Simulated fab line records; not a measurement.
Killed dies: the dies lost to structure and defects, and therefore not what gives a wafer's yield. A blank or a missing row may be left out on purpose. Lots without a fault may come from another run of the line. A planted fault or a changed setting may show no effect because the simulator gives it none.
Which tool did it? | flow n5Finfet | Sampling: 10 lots, 28 wafers, 5 of 1938 route steps

WHAT EACH GAUGE READ, for each wafer
N5_FIN_SAQP_OVL_MEAS_17. Usual: for FIN_CORE_OVL the level is 0.1 nm and the standard deviation is 0.79.
lot  | measured    | on         | FIN_CORE_OVL (nm) | flag
L466 | day 2 16:13 | overlay-02 | -0.3 -0.9 -0.7    | 
L468 | day 3 03:49 | overlay-02 | 0.5 -0.2 0.4      | 
L470 | day 3 16:36 | overlay-02 | -0.3 0.1 0.6      | 
L471 | day 3 22:02 | overlay-01 | -0.4 -1.0 -0.8    | 
L472 | day 4 04:19 | overlay-02 | -0.4 0.6          | 
L478 | day 5 15:55 | overlay-01 | -0.5 0.1 0.8      | 
L482 | day 6 16:12 | overlay-02 | -0.1 -0.9 -0.5    | 
L483 | day 6 21:40 | overlay-02 | 2.4 0.1           | 
L485 | day 7 09:36 | overlay-02 | 1.1 -1.1 -0.7     | 
L486 | day 7 15:43 | overlay-01 | -0.9 -0.6 -0.6    | 

N5_BEOL_M4_RC_MEAS_101. Usual: DIBL_N 36.1 mV/V, standard deviation 1.9; DIBL_P 36.4 mV/V, standard deviation 2.5; IOFF_N 0.16 nA/um, standard deviation 0.036; IOFF_P 0.22 nA/um, standard deviation 0.038; ION_N 672 uA/um, standard deviation 11; ION_P 462 uA/um, standard deviation 8; SS_N 71.6 mV/dec, standard deviation 0.68; SS_P 73.3 mV/dec, standard deviation 0.77; VT_N 250 mV, standard deviation 3.3; VT_P -250 mV, standard deviation 3.6.
lot  | measured     | on        | DIBL_N (mV/V)  | DIBL_P (mV/V)  | IOFF_N (nA/um) | IOFF_P (nA/um) | ION_N (uA/um) | ION_P (uA/um) | SS_N (mV/dec)  | SS_P (mV/dec)  | VT_N (mV)   | VT_P (mV)      | flag
L466 | day 9 07:29  | prober-01 | 32.8 32.5 31.0 | 33.3 31.6 30.9 | 0.12 0.11 0.10 | 0.19 0.15 0.15 | 667 651 652   | 460 446 457   | 70.5 70.9 70.5 | 72.5 72.8 71.2 | 253 256 254 | -251 -254 -253 | 
L468 | day 9 12:55  | prober-02 | 34.8 36.2 38.0 | 34.7 36.6 39.7 | 0.15 0.16 0.21 | 0.18 0.20 0.25 | 665 653 689   | 457 450 469   | 71.2 71.5 72.2 | 73.2 73.5 73.8 | 251 250 245 | -251 -252 -249 | 
L470 | day 10 06:03 | prober-01 | 36.7 35.2 36.3 | 37.6 34.0 36.4 | 0.18 0.14 0.17 | 0.25 0.19 0.23 | 683 671 680   | 469 462 468   | 72.4 72.2 71.4 | 73.7 72.9 73.7 | 249 251 247 | -246 -253 -248 | 
L471 | day 10 15:05 | prober-02 | 37.7 37.1 33.0 | 36.8 37.5 32.3 | 0.17 0.16 0.10 | 0.23 0.24 0.18 | 684 676 658   | 466 464 465   | 71.6 71.7 70.5 | 72.6 72.6 71.5 | 249 248 254 | -252 -245 -252 | 
L472 | day 11 02:26 | prober-02 | 37.5 38.1      | 38.4 38.3      | 0.19 0.20      | 0.26 0.26      | 678 686       | 468 468       | 73.0 71.9      | 73.8 74.2      | 248 246     | -247 -246      | 
L478 | day 13 00:07 | prober-01 | 34.9 35.8 37.4 | 33.6 32.5 36.1 | 0.13 0.14 0.16 | 0.24 0.22 0.30 | 663 660 672   | 472 463 474   | 70.4 70.8 71.4 | 72.7 73.4 73.4 | 251 250 252 | -243 -242 -240 | 
L482 | day 13 21:09 | prober-02 | 36.5 37.7 34.7 | 37.3 37.8 34.8 | 0.16 0.18 0.13 | 0.22 0.22 0.18 | 675 683 659   | 468 462 456   | 71.6 71.6 71.2 | 73.4 74.1 73.0 | 249 251 251 | -249 -251 -254 | 
L483 | day 13 22:59 | prober-01 | 33.9 34.4      | 32.8 35.4      | 0.14 0.14      | 0.20 0.23      | 669 675       | 474 474       | 71.3 71.8      | 71.6 73.3      | 251 252     | -247 -244      | 
L485 | day 14 14:57 | prober-02 | 32.3 33.8 34.3 | 33.4 34.3 33.7 | 0.13 0.15 0.15 | 0.16 0.17 0.16 | 667 667 660   | 454 457 449   | 70.2 70.9 72.2 | 72.0 71.7 72.4 | 253 252 254 | -254 -254 -255 | 
L486 | day 14 16:37 | prober-01 | 36.8 36.1 36.7 | 36.1 33.4 35.1 | 0.15 0.13 0.14 | 0.17 0.14 0.16 | 663 655 660   | 446 442 445   | 71.7 71.0 72.1 | 73.0 71.8 73.0 | 253 256 255 | -254 -258 -257 | 

TOOL THAT RAN EACH LOT (tool first, then ch and the chambers of the sampled wafers, then the start)
lot  | N5_FIN_SAQP_HM_DEP_72          | N5_FIN_SAQP_MANDREL_ETCH_22    | N5_FIN_SAQP_RECESS_75
L466 | pecvd-01 ch 0,1,2, day 2 15:44 | rieSi-01 ch 0,2,3, day 2 16:34 | vaporEtch-02 ch 0,1, day 2 17:02
L468 | pecvd-02 ch 0,2, day 3 03:26   | rieSi-01 ch 0,1, day 3 04:09   | vaporEtch-01 ch 0,1, day 3 04:41
L470 | pecvd-03 ch 0,2, day 3 16:07   | rieSi-01 ch 2,3, day 3 16:59   | vaporEtch-01 ch 0,1, day 3 17:30
L471 | pecvd-01 ch 0,2, day 3 21:32   | rieSi-01 ch 0,1,2, day 3 22:22 | vaporEtch-02 ch 0,1, day 3 22:53
L472 | pecvd-02 ch 0,1, day 4 03:49   | rieSi-01 ch 1,3, day 4 04:39   | vaporEtch-02 ch 0,1, day 4 05:04
L478 | pecvd-03 ch 0,2, day 5 15:25   | rieSi-06 ch 0,2,3, day 5 16:15 | vaporEtch-01 ch 0,1, day 5 16:41
L482 | pecvd-01 ch 0,1,2, day 6 15:43 | rieSi-01 ch 0,1,2, day 6 16:32 | vaporEtch-02 ch 0,1, day 6 17:02
L483 | pecvd-01 ch 1,2, day 6 21:11   | rieSi-01 ch 0,3, day 6 22:00   | vaporEtch-02 ch 0, day 6 22:32
L485 | pecvd-03 ch 0,1, day 7 09:07   | rieSi-06 ch 0,3, day 7 09:59   | vaporEtch-01 ch 0,1, day 7 10:28
L486 | pecvd-03 ch 0,1,2, day 7 15:14 | rieSi-01 ch 0,3, day 7 16:08   | vaporEtch-01 ch 0,1, day 7 16:47
- N5_FIN_SAQP_HM_DEP_72: deposits SiO2 from SiH4/N2O, target thk 12 nm, time 7.2 s.
- N5_FIN_SAQP_MANDREL_ETCH_22: etches a-Si in HBr/Cl2, stops on SiNx, target depth 60 nm, bt time 10 s, time 30 s.
- N5_FIN_SAQP_RECESS_75: chemistry HF/NH3, target SiO2, target depth 14.4 nm, afs cycles 3, sublimation time 60 s.

WHAT THE TOOLS THEMSELVES READ (means of the sampled wafers that have a number; where no wafer has one, the mark that the record gives instead)
N5_FIN_SAQP_HM_DEP_72. Usual: heaterPowerW 776 W, standard deviation 74; showerheadPlenumPTorr 8.13 Torr, standard deviation 0.11.
lot  | tool     | heaterPowerW (W) | showerheadPlenumPTorr (Torr) | flag
L466 | pecvd-01 | 799              | 8.15                         | 
L468 | pecvd-02 | 769              | 8.07                         | 
L470 | pecvd-03 | 817              | 8.09                         | 
L471 | pecvd-01 | 731              | 8.07                         | 
L472 | pecvd-02 | 736              | 7.99                         | 
L478 | pecvd-03 | 806              | 8.09                         | 
L482 | pecvd-01 | 762              | 8.16                         | 
L483 | pecvd-01 | 782              | 8.23                         | 
L485 | pecvd-03 | 842              | 8.09                         | 
L486 | pecvd-03 | 784              | 8.12                         | 

N5_FIN_SAQP_MANDREL_ETCH_22. Usual: chamberPressureMTorr 10.001 mTorr, standard deviation 0.0095; drypumpMotorCurrentA 5.96 A, standard deviation 0.29; mfcCl2Sccm 80.02 sccm, standard deviation 0.23; oesProductAu 0.770 a.u., standard deviation 0.013; throttleValvePct 35.5 %, standard deviation 0.31.
lot  | tool     | chamberPressureMTorr (mTorr) | drypumpMotorCurrentA (A) | mfcCl2Sccm (sccm) | oesProductAu (a.u.) | throttleValvePct (%) | flag
L466 | rieSi-01 | 10.009                       | 6.01                     | 79.85             | 0.767               | 35.4                 | 
L468 | rieSi-01 | 9.997                        | 6.09                     | 79.92             | 0.762               | 35.6                 | 
L470 | rieSi-01 | 9.997                        | 6.22                     | 75.33             | 0.766               | 35.0                 | OFF
L471 | rieSi-01 | 10.002                       | 6.04                     | 75.61             | 0.762               | 35.1                 | OFF
L472 | rieSi-01 | 10.000                       | 6.29                     | 80.28             | 0.769               | 35.5                 | 
L478 | rieSi-06 | 9.992                        | 5.79                     | 80.04             | 0.771               | 35.4                 | 
L482 | rieSi-01 | 9.998                        | 6.02                     | 80.21             | 0.752               | 35.5                 | 
L483 | rieSi-01 | 10.008                       | 5.92                     | 80.37             | 0.779               | 35.5                 | 
L485 | rieSi-06 | 10.008                       | 5.67                     | 79.84             | 0.782               | 35.7                 | 
L486 | rieSi-01 | 10.009                       | 6.07                     | 80.15             | 0.777               | 35.4                 | 

N5_FIN_SAQP_RECESS_75. Usual: drypumpMotorCurrentA 5.48 A, standard deviation 0.2; sublimationTempC 180.00 C, standard deviation 0.16.
lot  | tool         | drypumpMotorCurrentA (A) | sublimationTempC (C) | flag
L466 | vaporEtch-02 | 5.49                     | 180.08               | 
L468 | vaporEtch-01 | 5.59                     | 179.85               | 
L470 | vaporEtch-01 | 5.58                     | 179.84               | 
L471 | vaporEtch-02 | 5.38                     | 180.06               | 
L472 | vaporEtch-02 | 5.47                     | 180.20               | 
L478 | vaporEtch-01 | 5.48                     | 179.86               | 
L482 | vaporEtch-02 | 5.38                     | 180.07               | 
L483 | vaporEtch-02 | 5.67                     | 179.89               | 
L485 | vaporEtch-01 | 5.47                     | 179.93               | 
L486 | vaporEtch-01 | 5.47                     | 179.86               | 

THE ANSWER, worked out from the rows above alone
Rule: a lot is off if the mean of its wafers that have a number lies more than 3 standard deviations from the usual mean. A lot without any number at a reading at which 4 lots or more have one is off too. Where the step has rows for the other lots, those lots are counted as sound. The gauges are gone through in route order, then the tools' own readings, and for those a lot's mean is taken as printed above. The first step at which some lot is off is used, and at that step the reading that is off furthest; a lot without a number counts as furthest.
Off, at N5_FIN_SAQP_MANDREL_ETCH_22 on mfcCl2Sccm: L470, L471.
A tool fits if, at that step or a process step before it, it ran every lot that is off, and no sound lot after the first of them. No candidate that was tried fits.

WHAT WAS PUT IN BY THE SIMULATOR
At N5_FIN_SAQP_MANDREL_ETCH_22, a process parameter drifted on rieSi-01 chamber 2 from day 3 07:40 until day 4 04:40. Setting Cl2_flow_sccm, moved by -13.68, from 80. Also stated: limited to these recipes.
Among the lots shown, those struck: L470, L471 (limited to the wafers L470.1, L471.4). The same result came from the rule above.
